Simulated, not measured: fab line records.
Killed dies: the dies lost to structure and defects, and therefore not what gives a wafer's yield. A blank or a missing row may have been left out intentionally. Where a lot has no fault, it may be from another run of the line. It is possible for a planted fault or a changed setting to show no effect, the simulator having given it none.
The tool behind it: which one? / flow n5-finfet / 9 lots with 26 wafers sampled at 5 steps, on a route of 1938 steps

WHAT THE GAUGES READ, wafer by wafer
N5_BEOL_M13_THK_MEAS_01.
lot=L959; measured=day 11 01:12; on=film-metro-02; M13_ILD_THK (nm)=844 840 859
lot=L958; measured=day 11 01:28; on=film-metro-02; M13_ILD_THK (nm)=834 834 844
lot=L960; measured=day 11 09:17; on=film-metro-01; M13_ILD_THK (nm)=830 853 832
lot=L963; measured=day 12 10:53; on=film-metro-02; M13_ILD_THK (nm)=835 838 856
lot=L970; measured=day 14 09:59; on=film-metro-02; M13_ILD_THK (nm)=839 1217 1231
lot=L972; measured=day 14 21:10; on=film-metro-01; M13_ILD_THK (nm)=1201 1227
lot=L974; measured=day 14 21:58; on=film-metro-01; M13_ILD_THK (nm)=1200 844 851
lot=L975; measured=day 15 05:52; on=film-metro-01; M13_ILD_THK (nm)=835 841 844
lot=L979; measured=day 16 04:32; on=film-metro-02; M13_ILD_THK (nm)=837 844 855

N5_BEOL_M13_OVL_MEAS_11.
lot=L959; measured=day 11 01:39; on=overlay-02; V12_OVL (nm)=2 -3 5
lot=L958; measured=day 11 01:48; on=overlay-01; V12_OVL (nm)=-1 -3 0
lot=L960; measured=day 11 09:44; on=overlay-01; V12_OVL (nm)=4 3 7
lot=L963; measured=day 12 11:20; on=overlay-01; V12_OVL (nm)=7 4 -1
lot=L970; measured=day 14 10:26; on=overlay-02; V12_OVL (nm)=9 8 0
lot=L972; measured=day 14 21:30; on=overlay-02; V12_OVL (nm)=7 2
lot=L974; measured=day 14 22:25; on=overlay-01; V12_OVL (nm)=-1 6 5
lot=L975; measured=day 15 06:19; on=overlay-02; V12_OVL (nm)=11 14 4
lot=L979; measured=day 16 05:01; on=overlay-01; V12_OVL (nm)=5 2 -4

WHAT TOOL EACH LOT RAN ON (gives the tool, then ch and the chambers of the sampled wafers, and finally the start)
lot=L959; N5_BEOL_M12_DEGAS_41=pvd-sputter-01, day 10 23:44; N5_BEOL_M12_ANNEAL_48=rtp-anneal-02 ch 0, day 11 00:14; N5_BEOL_M13_ILD_DEP_00=pecvd-04 ch 1,2, day 11 01:02
lot=L958; N5_BEOL_M12_DEGAS_41=pvd-sputter-02, day 10 23:58; N5_BEOL_M12_ANNEAL_48=rtp-anneal-02 ch 0, day 11 00:31; N5_BEOL_M13_ILD_DEP_00=pecvd-04 ch 0,1, day 11 01:19
lot=L960; N5_BEOL_M12_DEGAS_41=pvd-sputter-01, day 11 07:50; N5_BEOL_M12_ANNEAL_48=rtp-anneal-01 ch 0, day 11 08:23; N5_BEOL_M13_ILD_DEP_00=pecvd-04 ch 0,2, day 11 09:08
lot=L963; N5_BEOL_M12_DEGAS_41=pvd-sputter-02, day 12 09:27; N5_BEOL_M12_ANNEAL_48=rtp-anneal-01 ch 0, day 12 10:00; N5_BEOL_M13_ILD_DEP_00=pecvd-02 ch 0,1,2, day 12 10:44
lot=L970; N5_BEOL_M12_DEGAS_41=pvd-sputter-02, day 14 08:22; N5_BEOL_M12_ANNEAL_48=rtp-anneal-02 ch 0, day 14 09:02; N5_BEOL_M13_ILD_DEP_00=pecvd-02 ch 1,2, day 14 09:50
lot=L972; N5_BEOL_M12_DEGAS_41=pvd-sputter-03, day 14 19:17; N5_BEOL_M12_ANNEAL_48=rtp-anneal-01 ch 0, day 14 20:20; N5_BEOL_M13_ILD_DEP_00=pecvd-02 ch 1, day 14 21:01
lot=L974; N5_BEOL_M12_DEGAS_41=pvd-sputter-01, day 14 20:32; N5_BEOL_M12_ANNEAL_48=rtp-anneal-02 ch 0, day 14 21:07; N5_BEOL_M13_ILD_DEP_00=pecvd-02 ch 0,1, day 14 21:49
lot=L975; N5_BEOL_M12_DEGAS_41=pvd-sputter-01, day 15 04:25; N5_BEOL_M12_ANNEAL_48=rtp-anneal-02 ch 0, day 15 04:55; N5_BEOL_M13_ILD_DEP_00=pecvd-03 ch 0,1,2, day 15 05:42
lot=L979; N5_BEOL_M12_DEGAS_41=pvd-sputter-02, day 16 03:06; N5_BEOL_M12_ANNEAL_48=rtp-anneal-02 ch 0, day 16 03:36; N5_BEOL_M13_ILD_DEP_00=pecvd-04 ch 1,2, day 16 04:23
- N5_BEOL_M12_DEGAS_41: time 60 s.
- N5_BEOL_M12_ANNEAL_48: time 90 s.
- N5_BEOL_M13_ILD_DEP_00: deposits SiOC from DEMS/O2, target thk 837.92 nm, time 166.4 s.

WHAT THE TOOLS THEMSELVES READ (means of the sampled wafers that have a number; where no wafer has one, the mark that the record gives instead)
N5_BEOL_M12_DEGAS_41.
lot=L959; tool=pvd-sputter-01; heater-power-w (W)=312
lot=L958; tool=pvd-sputter-02; heater-power-w (W)=376
lot=L960; tool=pvd-sputter-01; heater-power-w (W)=317
lot=L963; tool=pvd-sputter-02; heater-power-w (W)=379
lot=L970; tool=pvd-sputter-02; heater-power-w (W)=382
lot=L972; tool=pvd-sputter-03; heater-power-w (W)=328
lot=L974; tool=pvd-sputter-01; heater-power-w (W)=314
lot=L975; tool=pvd-sputter-01; heater-power-w (W)=311
lot=L979; tool=pvd-sputter-02; heater-power-w (W)=348

N5_BEOL_M12_ANNEAL_48.
lot=L959 tool=rtp-anneal-02 wafer_temp_C_max=225.96
lot=L958 tool=rtp-anneal-02 wafer_temp_C_max=225.97
lot=L960 tool=rtp-anneal-01 wafer_temp_C_max=225.88
lot=L963 tool=rtp-anneal-01 wafer_temp_C_max=225.78
lot=L970 tool=rtp-anneal-02 wafer_temp_C_max=225.62
lot=L972 tool=rtp-anneal-01 wafer_temp_C_max=225.99
lot=L974 tool=rtp-anneal-02 wafer_temp_C_max=226.12
lot=L975 tool=rtp-anneal-02 wafer_temp_C_max=225.53
lot=L979 tool=rtp-anneal-02 wafer_temp_C_max=225.95

N5_BEOL_M13_ILD_DEP_00.
lot=L959; tool=pecvd-04; heater-power-w (W)=478; run-length-s (s)=211.3; showerhead-plenum-p-Torr (Torr)=5.688; showerhead-vpp-V (V)=1352; throttle-valve-pct (%)=11.6
lot=L958; tool=pecvd-04; heater-power-w (W)=428; run-length-s (s)=210.2; showerhead-plenum-p-Torr (Torr)=5.690; showerhead-vpp-V (V)=1436; throttle-valve-pct (%)=12.0
lot=L960; tool=pecvd-04; heater-power-w (W)=389; run-length-s (s)=210.8; showerhead-plenum-p-Torr (Torr)=5.692; showerhead-vpp-V (V)=1452; throttle-valve-pct (%)=11.7
lot=L963; tool=pecvd-02; heater-power-w (W)=463; run-length-s (s)=211.0; showerhead-plenum-p-Torr (Torr)=5.698; showerhead-vpp-V (V)=1389; throttle-valve-pct (%)=11.8
lot=L970; tool=pecvd-02; heater-power-w (W)=377; run-length-s (s)=260.8; showerhead-plenum-p-Torr (Torr)=5.702; showerhead-vpp-V (V)=1370; throttle-valve-pct (%)=11.5
lot=L972; tool=pecvd-02; heater-power-w (W)=391; run-length-s (s)=286.4; showerhead-plenum-p-Torr (Torr)=5.716; showerhead-vpp-V (V)=1362; throttle-valve-pct (%)=11.9
lot=L974; tool=pecvd-02; heater-power-w (W)=496; run-length-s (s)=236.3; showerhead-plenum-p-Torr (Torr)=5.697; showerhead-vpp-V (V)=1360; throttle-valve-pct (%)=12.3
lot=L975; tool=pecvd-03; heater-power-w (W)=459; run-length-s (s)=211.7; showerhead-plenum-p-Torr (Torr)=5.696; showerhead-vpp-V (V)=1357; throttle-valve-pct (%)=11.9
lot=L979; tool=pecvd-04; heater-power-w (W)=476; run-length-s (s)=211.3; showerhead-plenum-p-Torr (Torr)=5.690; showerhead-vpp-V (V)=1351; throttle-valve-pct (%)=11.7

THE ANSWER, worked out from the rows above alone
Rule: the lots themselves supply what counts as usual. The widest of any qualifying gaps counts: lots, ordered by their means at a reading, are off when they make up no more than a third of the lots, leave a main group of 4 or more, and stand apart from it by 3 or more times the standard deviation of that group's means. If all means in a main group match to the digits the tables above print for the reading, that group is not used. Also off: a lot with no number at a reading for which 4 or more lots have one. All remaining lots with rows at the step are treated as sound. Order of review: gauges by route order, followed by the tools' own readings, for which a lot's mean as printed above is used. The first step at which some lot is off is used, and at that step the reading that is off furthest; a lot without a number counts as furthest.
Off: at N5_BEOL_M13_THK_MEAS_01 (M13_ILD_THK), L970, L972, L974. The main group has a mean of 842 nm with a standard deviation of 3.7.
If a tool, at a process step before that reading, ran all the lots that are off and no sound lot after the first of them, it fits. The gauges at N5_BEOL_M13_THK_MEAS_01 aren't tried: what is off there is off at N5_BEOL_M13_ILD_DEP_00 too, on other tools, and a gauge's error can't cause that. One fits: pecvd-02 at N5_BEOL_M13_ILD_DEP_00. A fault onset in the window from L963 (day 12 10:44, its last sound lot) to L970 (day 14 09:50, its first lot off) fits.
The tool's own readings at N5_BEOL_M13_ILD_DEP_00 bear it out: on the lots that are off they differ by more than 5 times the standard deviation of the sound lots' means. run-length-s reads 261.2 s there against 211.1 s on the sound lots.

WHAT THE SIMULATOR PUT IN
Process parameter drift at N5_BEOL_M13_ILD_DEP_00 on pecvd-02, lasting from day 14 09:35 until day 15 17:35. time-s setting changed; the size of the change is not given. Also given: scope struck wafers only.
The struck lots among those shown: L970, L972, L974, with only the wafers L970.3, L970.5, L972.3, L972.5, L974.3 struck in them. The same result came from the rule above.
